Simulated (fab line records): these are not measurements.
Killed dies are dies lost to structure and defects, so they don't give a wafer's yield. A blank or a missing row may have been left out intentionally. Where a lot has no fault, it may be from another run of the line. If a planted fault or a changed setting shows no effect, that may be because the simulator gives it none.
Code-filled problem report in 8D (eight disciplines) form ; flow nand_harc ; the parts of the form that need people (team, actions taken, sign-off) are left out

## 1. THE PROBLEM
At NHARC_A_ONON_D2_THK_MEAS_21, thk_nm averages 1532 nm over 4 wafers from 3 lots, while fault-free wafers read 1001 nm, standard deviation 11. Measured from the usual mean, that is +48 standard deviations.
The step: measures by ellipsometry.
The first sign was on wafer L261.6 at day 14 22:44, on film_metro-02. At this step, 40 wafers from 14 lots have a number in the record. The rule behind "out" and "out of limits": a value lying over 4 standard deviations away from the usual mean. The rest of the wafers with a number are treated as sound.

## 2. WHAT THIS IS AND IS NOT
question;is;is not
which readings at this step;thk_nm;-
which lots;L261, L264, L265;L256, L257, L258, L259, L269, L270, L271, L274, L275, L277, L279
which wafers of those lots;L261.6, L264.4, L264.6, L265.4;L261.2, L261.5, L265.3
read on which gauges;film_metro-01, film_metro-02;-
when;from day 14 22:44;"up to then (14 sound wafers); but 22 sound wafers of L265, L269, L270, L271, L274, L275, L277, L279 came after"

## 3. SUSPECTS, AND WHAT RULES EACH OUT
Counting: if a tool at a process step up to the reading ran every lot that is out, it stays a suspect. Sound lots after the first of them don't rule it out here, since some wafers of a struck lot are sound.
- the gauge at NHARC_A_ONON_D2_THK_MEAS_21 has been ruled out. Those wafers that are out were read across 2 gauges (film_metro-01, film_metro-02).
- cmp-03 at NHARC_A_DECK1_JOINT_CMP_13 (polishes, target thk 51.023 nm): kept. It processed each lot that is out (first: L261, day 13 11:01); up to then, its last sound lot is L259 (day 13 02:50).
- pecvd_onon-03 at NHARC_A_ONON_D2_DEP_19 (target thk 1000 nm): kept. It processed each lot that is out (first: L261, day 14 22:16); up to then, its last sound lot is L257 (day 13 04:28).
Left after counting: cmp-03 at NHARC_A_DECK1_JOINT_CMP_13, pecvd_onon-03 at NHARC_A_ONON_D2_DEP_19.

## 4. THE CAUSE (what the simulator had put in)
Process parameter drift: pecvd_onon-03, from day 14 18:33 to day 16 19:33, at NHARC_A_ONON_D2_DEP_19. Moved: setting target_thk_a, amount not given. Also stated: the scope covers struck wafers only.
Counting left 2 suspects, and this tool is among them.

## 5. THE EFFECT CHAIN, in route order
Rows list readings where the struck wafers' mean (over those with a number) sits beyond 3 standard deviations from the usual. Only readings for which the record gives a usual standard deviation are gone through. hours: the time from each lot's start at the first step in this table that gives one to its start at this step, as a median over the lots. sigmas: the change in usual standard deviations.
hours;step;reading;usual;on struck wafers;change;sigmas
0;NHARC_A_ONON_D2_THK_MEAS_21;thk_nm;1001 nm;1532;+531;+48
278;NHARC_END_SORT_01;killed_at_array;53;674;+621;+31
278;NHARC_END_SORT_01;killed_dies;58;677;+619;+31

## 6. WHAT WOULD HAVE CAUGHT IT SOONER
4 hours passed between the start of the fault at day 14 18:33 and the first reading out of limits at a measuring or inspecting step in this record, taken at day 14 22:44.
Lots out: 3; of these, L264, L265 started NHARC_A_ONON_D2_DEP_19 on pecvd_onon-03 after day 14 22:44. A hold on the tool at that time would have spared those 2.
